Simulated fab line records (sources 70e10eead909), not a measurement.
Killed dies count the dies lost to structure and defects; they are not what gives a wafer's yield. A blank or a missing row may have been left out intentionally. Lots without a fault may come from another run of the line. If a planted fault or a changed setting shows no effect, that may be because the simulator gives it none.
fab line records	flow nand-harc
record: lots: 5	wafers: 15	last-day: 24
route steps=1159 shown A_CONTACT@895
lots that met no fault: from a run of the same line without faults
start-h: start of the lot's first displayed wafer, in hours after the record's first day	wait-h: how many hours have passed since the lot's step before this one	" same as the row above	L1.1+2: one row covering several wafers at once	- no value present, or no start provided	* or withheld: withheld	< > ~ a bound
route shown NAME@n: a module of which the file shows steps, and the number in the route of the first	usual: average and standard deviation across the fault-free wafers	same: alike in all rows	chamber/n: place in a boat	sites: readings site by site	_std_site: their standard deviation	_edge_site: outer sites' mean less inner sites'	radius-mm: how far each site lies from the wafer's centre	mask NAME#n: copy n	behind: the most recent tool/chamber to have shaped the wafer	hold: the reason the lot was held/the length of the hold in hours/how it ended	device: the n, p or np transistor that did not switch	end of line: at the end of the route, the tests of the same wafers	a step with no rows: only its recipe	killed: count of dies lost to structure and defects at first sort (not the wafer's yield)	map: per-die view of a wafer (x killed, . not killed, _ where there is no die)
set.NAME: the setting as run; set.NAME@STEP: as run at that earlier step	model.NAME: the simulator's own value behind a step, which no gauge read
certain route steps with their lots: each step a table, each wafer a row
services: a tool's chamber out of use, with start hour (start-h, from the record's first day; less than 0 if before it), hours out, and reason
== steps ==
step: NHARC_A_CONTACT_DEVELOP_68
recipe: develop-time-s: 35	dev-temp-c: 23
lot.wafer	tool	chamber	start-h	wait-h
L079.2+5+6	litho-track-06	0	-	-
L078.1+5+6	litho-track-06	0	-	-
L083.2+3+5	litho-track-06	0	-	-
L091.1+4+5	litho-track-01	0	-	-
L095.1+2+4	litho-track-04	0	-	-
step: NHARC_A_CONTACT_CD_MEAS_69
recipe: target-cd-nm: 200	landing-energy-ev: 500
usual: cd-nm: 200.1/0.38
same: landing-energy-ev: 500
lot.wafer	tool	chamber	start-h	wait-h	cd-nm
L079.2	cd-sem-01	0	401.79	-	200.1
L079.5	"	0	"	"	200.1
L079.6	"	0	"	"	199.9
L078.1	cd-sem-03	0	420.99	-	200.8
L078.5	"	0	"	"	200.4
L078.6	"	0	"	"	200.8
L083.2	cd-sem-02	0	435.05	-	200.2
L083.3	"	0	"	"	199.5
L083.5	"	0	"	"	200.1
L091.1	cd-sem-02	0	476.78	-	200.0
L091.4	"	0	"	"	200.4
L091.5	"	0	"	"	200.2
L095.1	cd-sem-01	0	502.10	-	200.1
L095.2	"	0	"	"	201.0
L095.4	"	0	"	"	199.9
step: NHARC_A_CONTACT_OVL_MEAS_70
usual: overlay-x-nm: 0.1/1.1	overlay-y-nm: -0.1/0.82
lot.wafer	tool	chamber	start-h	wait-h	overlay-x-nm	overlay-y-nm
L079.2	overlay-01	-	401.88	-	-0.2	-1.5
L079.5	"	-	"	"	0.0	-2.1
L079.6	"	-	"	"	-0.1	-1.1
L078.1	overlay-02	-	421.09	-	0.8	-1.4
L078.5	"	-	"	"	0.6	-0.8
L078.6	"	-	"	"	0.9	-0.9
L083.2	overlay-02	-	435.13	-	0.2	-0.3
L083.3	"	-	"	"	-0.4	0.1
L083.5	"	-	"	"	-0.2	0.0
L091.1	overlay-02	-	476.87	-	0.7	-0.7
L091.4	"	-	"	"	1.3	-1.1
L091.5	"	-	"	"	1.0	-0.7
L095.1	overlay-01	-	502.19	-	-0.4	0.4
L095.2	"	-	"	"	-0.7	1.0
L095.4	"	-	"	"	-0.7	1.0
step: NHARC_A_CONTACT_INSPECT_71
usual: raw-defect-count: 31/16
lot.wafer	tool	chamber	start-h	wait-h	raw-defect-count
L079.2	defect-inspect-01	-	401.92	0.0	10
L079.5	"	-	"	"	11
L079.6	"	-	"	"	12
L078.1	defect-inspect-01	-	421.13	0.0	26
L078.5	"	-	"	"	18
L078.6	"	-	"	"	20
L083.2	defect-inspect-01	-	435.17	0.0	14
L083.3	"	-	"	"	8
L083.5	"	-	"	"	5
L091.1	defect-inspect-01	-	476.91	0.0	24
L091.4	"	-	"	"	39
L091.5	"	-	"	"	30
L095.1	defect-inspect-01	-	502.23	0.0	38
L095.2	"	-	"	"	34
L095.4	"	-	"	"	34
step: NHARC_A_CONTACT_DESCUM_74
recipe: time-s: 3	o2-flow-sccm: 200	ar-flow-sccm: 0	bias-power-w: 0	chemistry: O2
usual: drypump-motor-current-A: 5.8/0.31	oes-product-au: 1.001/0.0092	rf-vpp-V: 57.6/0.83	showerhead-plenum-p-Torr: 1.90/0.094	throttle-valve-pct: 11.312/0.0092
same: time-s: 3
lot.wafer	tool	chamber	start-h	wait-h	drypump-motor-current-A	oes-product-au	rf-hours-counter-h	rf-vpp-V	showerhead-plenum-p-Torr	throttle-valve-pct
L079.2	rie-diel-02	3	402.02	0.1	6.4	0.990	23	58.9	2.07	11.301
L079.5	"	0	"	"	6.2	1.005	-	56.2	1.85	11.318
L079.6	"	1	"	"	5.1	1.002	-	58.8	2.07	11.308
L078.1	rie-diel-03	3	421.19	0.1	5.7	1.008	7	58.8	1.82	11.319
L078.5	"	3	"	"	5.7	0.993	-	57.6	1.82	11.306
L078.6	"	0	"	"	5.9	0.973	-	56.8	1.90	11.310
L083.3	rie-diel-02	1	435.23	0.1	5.1	1.012	37	59.2	2.06	11.299
L083.2	"	0	"	"	6.3	1.000	36	58.5	1.84	11.323
L083.5	"	1	"	"	5.1	1.011	-	57.3	2.06	11.311
L091.1	rie-diel-03	0	476.97	0.1	5.9	0.999	31	57.3	1.89	11.323
L091.4	"	2	"	"	5.9	1.003	29	58.2	1.97	11.315
L091.5	"	1	"	"	5.6	0.982	-	57.3	1.91	11.308
L095.4	rie-diel-03	1	502.30	0.1	5.7	1.000	40	58.2	1.90	11.291
L095.1	"	2	"	"	5.9	1.006	39	58.8	1.97	11.306
L095.2	"	0	"	"	5.9	0.990	38	57.3	1.89	11.322
step: NHARC_A_CONTACT_ETCH_75
recipe: target-depth-a: 390	over-etch-frac: 0.3	time-s: 65	ion-energy-ev: 80	cf4-flow-sccm: 150	ar-flow-sccm: 0	rf-w: 300	bias-w: 100	chemistry: CF4
usual: drypump-motor-current-A: 5.8/0.3	oes-product-au: 1.001/0.0085	rf-vpp-V: 151.1/1.3	showerhead-plenum-p-Torr: 1.76/0.082	throttle-valve-pct: 13.281/0.0094
same: time-s: 65
lot.wafer	tool	chamber	start-h	wait-h	drypump-motor-current-A	oes-product-au	rf-hours-counter-h	rf-vpp-V	showerhead-plenum-p-Torr	throttle-valve-pct
L079.2	rie-diel-02	2	402.14	0.1	5.7	1.010	24	150.4	1.71	13.272
L079.6	"	1	"	"	5.1	0.998	-	153.5	1.90	13.284
L079.5	"	2	"	"	5.7	1.011	-	152.2	1.71	13.281
L078.1	rie-diel-03	0	421.42	0.2	5.9	0.994	8	151.3	1.75	13.267
L078.6	"	2	"	"	5.9	1.012	-	152.4	1.82	13.268
L078.5	"	3	"	"	5.7	1.011	-	150.0	1.69	13.273
L083.2	rie-diel-02	1	435.34	0.1	5.1	1.007	37	152.5	1.90	13.274
L083.3	"	2	"	"	5.6	0.996	34	150.5	1.71	13.283
L083.5	"	0	"	"	6.3	0.998	-	151.0	1.71	13.258
L091.1	rie-diel-03	1	477.06	0.1	5.7	0.985	31	150.5	1.76	13.292
L091.4	"	0	"	"	5.9	0.992	31	151.9	1.75	13.271
L091.5	"	2	"	"	5.9	1.004	-	151.4	1.82	13.283
L095.1	rie-diel-03	2	502.39	0.1	5.9	1.008	39	152.9	1.81	13.295
L095.2	"	3	"	"	5.7	1.007	38	149.9	1.68	13.274
L095.4	"	0	"	"	5.9	0.984	38	150.7	1.75	13.295
step: NHARC_A_CONTACT_ETCH_76
recipe: target-depth-a: 2600	over-etch-frac: 0.3	time-s: 475.3	ion-energy-ev: 200	n2-flow-sccm: 150	h2-flow-sccm: 150	ar-flow-sccm: 0	rf-w: 400	bias-w: 150	chemistry: N2/H2
usual: drypump-motor-current-A: 5.9/0.3	oes-product-au: 1.001/0.0092	rf-vpp-V: 430.4/2.9	showerhead-plenum-p-Torr: 2.03/0.1	throttle-valve-pct: 14.173/0.0085
same: time-s: 475.3
lot.wafer	tool	chamber	start-h	wait-h	drypump-motor-current-A	oes-product-au	rf-hours-counter-h	rf-vpp-V	showerhead-plenum-p-Torr	throttle-valve-pct
L079.2	rie-diel-02	3	-	-	6.5	0.999	24	435.0	2.21	14.174
L079.5	"	2	"	"	5.7	1.012	-	431.0	1.97	14.163
L079.6	"	3	"	"	6.5	0.998	-	433.4	2.21	14.180
L078.1	rie-diel-03	3	-	-	5.7	1.001	7	427.8	1.93	14.176
L078.5	"	0	"	"	5.9	0.997	-	429.8	2.02	14.165
L078.6	"	1	"	"	5.6	0.986	-	429.6	2.04	14.168
L083.2	rie-diel-02	2	-	-	5.7	1.014	34	427.3	1.96	14.180
L083.3	"	3	"	"	6.5	0.997	34	434.7	2.21	14.172
L083.5	"	2	"	"	5.7	1.015	-	429.0	1.96	14.177
L091.1	rie-diel-03	3	-	-	5.7	0.997	30	426.1	1.93	14.174
L091.4	"	0	"	"	5.9	0.982	31	427.7	2.01	14.164
L091.5	"	2	"	"	5.9	1.004	-	432.0	2.10	14.167
L095.2	rie-diel-03	0	-	-	5.9	0.992	38	430.2	2.01	14.190
L095.4	"	1	"	"	5.6	0.986	40	431.0	2.03	14.179
L095.1	"	2	"	"	5.9	1.015	39	430.7	2.10	14.169
step: NHARC_A_CONTACT_ETCH_77
recipe: target-depth-a: 726	time-s: 36.3	cf4-flow-sccm: 100	chf3-flow-sccm: 30	ar-flow-sccm: 0	rf-w: 500	bias-w: 200	chemistry: CF4/CHF3
usual: drypump-motor-current-A: 5.8/0.3	oes-product-au: 0.932/0.017	rf-vpp-V: 370.2/2.6	showerhead-plenum-p-Torr: 1.56/0.074	throttle-valve-pct: 16.802/0.009
same: time-s: 36.3
lot.wafer	tool	chamber	start-h	wait-h	drypump-motor-current-A	oes-product-au	rf-hours-counter-h	rf-vpp-V	showerhead-plenum-p-Torr	throttle-valve-pct
L079.2	rie-diel-02	0	-	-	6.3	0.941	25	369.1	1.52	16.815
L079.6	"	3	"	"	6.5	0.969	-	375.4	1.69	16.804
L079.5	"	0	"	"	6.2	0.942	-	370.0	1.52	16.797
L078.1	rie-diel-03	1	-	-	5.7	0.956	8	369.0	1.57	16.811
L078.6	"	0	"	"	5.9	0.940	-	369.0	1.56	16.794
L078.5	"	1	"	"	5.7	0.950	-	371.4	1.57	16.809
L083.3	rie-diel-02	3	-	-	6.5	0.918	34	374.1	1.69	16.806
L083.2	"	0	"	"	6.3	0.917	37	368.4	1.52	16.811
L083.5	"	3	"	"	6.5	0.923	-	374.4	1.69	16.791
L091.1	rie-diel-03	2	-	-	5.9	0.924	30	371.5	1.62	16.798
L091.4	"	0	"	"	5.9	0.915	31	371.8	1.56	16.791
L091.5	"	3	"	"	5.7	0.921	-	368.0	1.49	16.808
L095.4	rie-diel-03	3	-	-	5.7	0.932	39	368.0	1.49	16.799
L095.2	"	1	"	"	5.6	0.913	40	370.9	1.57	16.810
L095.1	"	2	"	"	5.9	0.934	39	371.7	1.61	16.800
step: NHARC_A_CONTACT_ETCH_78
recipe: target-depth-a: 28000	over-etch-frac: 0.3	time-s: 728	ion-energy-ev: 150	o2-flow-sccm: 400	cos-flow-sccm: 20	ar-flow-sccm: 0	rf-w: 500	bias-w: 300	chemistry: O2/COS
usual: drypump-motor-current-A: 5.8/0.3	oes-product-au: 1.002/0.0085	rf-vpp-V: 313.8/2.2	showerhead-plenum-p-Torr: 3.10/0.14	throttle-valve-pct: 28.331/0.0077
same: time-s: 728
lot.wafer	tool	chamber	start-h	wait-h	drypump-motor-current-A	oes-product-au	rf-hours-counter-h	rf-vpp-V	showerhead-plenum-p-Torr	throttle-valve-pct
L079.2	rie-diel-02	0	-	-	6.3	0.995	25	312.6	3.02	28.345
L079.5	"	1	"	"	5.1	1.009	-	315.5	3.36	28.335
L079.6	"	2	"	"	5.7	1.009	-	312.3	3.02	28.327
L078.1	rie-diel-03	2	-	-	5.9	1.002	7	315.5	3.22	28.329
L078.5	"	2	"	"	5.9	1.011	-	315.1	3.22	28.331
L078.6	"	3	"	"	5.7	1.006	-	311.8	2.97	28.341
L083.2	rie-diel-02	3	-	-	6.4	0.994	34	318.1	3.35	28.337
L083.3	"	1	"	"	5.1	1.010	37	317.2	3.35	28.322
L083.5	"	3	"	"	6.5	0.993	-	316.0	3.36	28.317
L091.4	rie-diel-03	0	-	-	5.9	1.001	31	313.4	3.09	28.337
L091.1	"	3	"	"	5.7	1.007	30	311.3	2.96	28.326
L091.5	"	1	"	"	5.6	0.996	-	315.3	3.11	28.338
L095.2	rie-diel-03	0	-	-	5.9	0.990	38	313.1	3.08	28.336
L095.1	"	1	"	"	5.7	1.007	41	313.9	3.11	28.329
L095.4	"	2	"	"	5.9	1.009	39	315.4	3.20	28.334
step: NHARC_A_CONTACT_ETCH_124
recipe: source-w: withheld	pressure-mtorr: 20	bias-v: withheld	time-s: 140	target-depth-a: 7000	ar-flow-sccm: withheld	c4f8-flow-sccm: withheld	o2-flow-sccm: withheld	chemistry: C4F8/O2/Ar
same: time-s: 140
lot.wafer	tool	chamber	start-h	wait-h	rf-hours-counter-h
L079.2	har-cap-etch-02	1	403.28	-	12
L079.6	"	0	"	"	-
L079.5	"	1	"	"	-
L078.1	har-cap-etch-01	0	422.47	-	63
L078.5	"	1	"	"	-
L078.6	"	0	"	"	-
L083.2	har-cap-etch-02	0	436.47	-	18
L083.3	"	0	"	"	-
L083.5	"	0	"	"	-
L091.1	har-cap-etch-03	1	478.10	-	101
L091.4	"	1	"	"	-
L091.5	"	0	"	"	-
L095.1	har-cap-etch-03	1	503.54	-	106
L095.2	"	0	"	"	106
L095.4	"	1	"	"	-
step: NHARC_A_CONTACT_ETCH_125
recipe: source-w: withheld	pressure-mtorr: 20	bias-v: 1200	time-s: 155	target-depth-a: 9560	ar-flow-sccm: withheld	c4f8-flow-sccm: withheld	o2-flow-sccm: withheld	chemistry: C4F8/O2/Ar
same: time-s: 155
lot.wafer	tool	chamber	start-h	wait-h	rf-hours-counter-h
L079.2	har-cap-etch-02	1	403.47	0.2	12
L079.6	"	0	"	"	-
L079.5	"	1	"	"	-
L078.1	har-cap-etch-01	0	422.66	0.2	63
L078.5	"	1	"	"	-
L078.6	"	0	"	"	-
L083.2	har-cap-etch-02	0	436.66	0.2	18
L083.3	"	0	"	"	-
L083.5	"	0	"	"	-
L091.1	har-cap-etch-03	1	478.36	0.2	101
L091.4	"	1	"	"	-
L091.5	"	0	"	"	-
L095.1	har-cap-etch-03	1	503.74	0.2	106
L095.2	"	0	"	"	106
L095.4	"	1	"	"	-
step: NHARC_A_CONTACT_ETCH_126
recipe: source-w: withheld	pressure-mtorr: 20	bias-v: 1200	time-s: 155	target-depth-a: 9560	ar-flow-sccm: withheld	c4f8-flow-sccm: withheld	o2-flow-sccm: withheld	chemistry: C4F8/O2/Ar
same: time-s: 155
lot.wafer	tool	chamber	start-h	wait-h	rf-hours-counter-h
L079.2	har-cap-etch-02	1	403.61	0.1	12
L079.6	"	0	"	"	-
L079.5	"	1	"	"	-
L078.1	har-cap-etch-01	0	422.80	0.1	63
L078.5	"	1	"	"	-
L078.6	"	0	"	"	-
L083.2	har-cap-etch-02	0	436.80	0.1	18
L083.3	"	0	"	"	-
L083.5	"	0	"	"	-
L091.1	har-cap-etch-03	1	478.55	0.2	101
L091.4	"	1	"	"	-
L091.5	"	0	"	"	-
L095.1	har-cap-etch-03	1	503.88	0.1	106
L095.2	"	0	"	"	106
L095.4	"	1	"	"	-
step: NHARC_A_CONTACT_ETCH_127
recipe: source-w: withheld	pressure-mtorr: 20	bias-v: 1200	time-s: 155	target-depth-a: 9560	ar-flow-sccm: withheld	c4f8-flow-sccm: withheld	o2-flow-sccm: withheld	chemistry: C4F8/O2/Ar
same: time-s: 155
lot.wafer	tool	chamber	start-h	wait-h	rf-hours-counter-h
L079.2	har-cap-etch-02	1	403.75	0.1	12
L079.6	"	0	"	"	-
L079.5	"	1	"	"	-
L078.1	har-cap-etch-01	0	422.94	0.1	64
L078.5	"	1	"	"	-
L078.6	"	0	"	"	-
L083.2	har-cap-etch-02	0	436.94	0.1	18
L083.3	"	0	"	"	-
L083.5	"	0	"	"	-
L091.1	har-cap-etch-03	1	478.74	0.2	101
L091.4	"	1	"	"	-
L091.5	"	0	"	"	-
L095.1	har-cap-etch-03	1	504.02	0.1	106
L095.2	"	0	"	"	106
L095.4	"	1	"	"	-
step: NHARC_A_CONTACT_ETCH_128
recipe: source-w: withheld	pressure-mtorr: 20	bias-v: 1200	time-s: 155	target-depth-a: 9560	ar-flow-sccm: withheld	c4f8-flow-sccm: withheld	o2-flow-sccm: withheld	chemistry: C4F8/O2/Ar
same: time-s: 155
lot.wafer	tool	chamber	start-h	wait-h	rf-hours-counter-h
L079.2	har-cap-etch-02	1	403.89	0.1	12
L079.6	"	0	"	"	-
L079.5	"	1	"	"	-
L078.1	har-cap-etch-01	0	423.09	0.1	64
L078.5	"	1	"	"	-
L078.6	"	0	"	"	-
L083.2	har-cap-etch-02	0	437.09	0.1	18
L083.3	"	0	"	"	-
L083.5	"	0	"	"	-
L091.1	har-cap-etch-03	1	478.92	0.2	101
L091.4	"	1	"	"	-
L091.5	"	0	"	"	-
L095.1	har-cap-etch-03	1	504.16	0.1	107
L095.2	"	0	"	"	107
L095.4	"	1	"	"	-
step: NHARC_A_CONTACT_ETCH_129
recipe: source-w: withheld	pressure-mtorr: 20	bias-v: 1200	time-s: 155	target-depth-a: 9560	ar-flow-sccm: withheld	c4f8-flow-sccm: withheld	o2-flow-sccm: withheld	chemistry: C4F8/O2/Ar
same: time-s: 155
lot.wafer	tool	chamber	start-h	wait-h	rf-hours-counter-h
L079.2	har-cap-etch-02	1	404.04	0.1	12
L079.6	"	0	"	"	-
L079.5	"	1	"	"	-
L078.1	har-cap-etch-01	0	423.23	0.1	64
L078.5	"	1	"	"	-
L078.6	"	0	"	"	-
L083.2	har-cap-etch-02	0	437.23	0.1	18
L083.3	"	0	"	"	-
L083.5	"	0	"	"	-
L091.1	har-cap-etch-03	1	479.11	0.2	102
L091.4	"	1	"	"	-
L091.5	"	0	"	"	-
L095.1	har-cap-etch-03	1	504.30	0.1	107
L095.2	"	0	"	"	107
L095.4	"	1	"	"	-
== services ==
tool	chamber	start-h	hours	kind
rie-diel-03	-	392.40	9.0	pm
rie-diel-03	0	392.40	9.0	vent-cycle
rie-diel-03	1	392.40	9.0	vent-cycle
rie-diel-03	2	392.40	9.0	vent-cycle
rie-diel-03	3	392.40	9.0	vent-cycle
rie-diel-03	0	401.40	-	clean
rie-diel-03	1	401.40	-	clean
rie-diel-03	1	401.40	-	consumable-replace:focus-ring
rie-diel-03	2	401.40	-	clean
rie-diel-03	3	401.40	-	clean
rie-diel-03	0	426.08	-	clean
rie-diel-03	1	426.08	-	clean
rie-diel-03	2	426.08	-	clean
rie-diel-03	3	426.08	-	clean
litho-track-01	-	443.01	7.0	pm
rie-diel-03	0	450.59	-	clean
rie-diel-03	1	450.59	-	clean
rie-diel-03	2	450.59	-	clean
rie-diel-03	3	450.59	-	clean
litho-track-06	-	467.00	7.0	pm
rie-diel-02	1	467.53	6.4	repair
rie-diel-03	0	475.09	-	clean
rie-diel-03	0	486.63	5.8	repair
litho-track-04	-	491.00	7.0	pm
== key ==
fault none
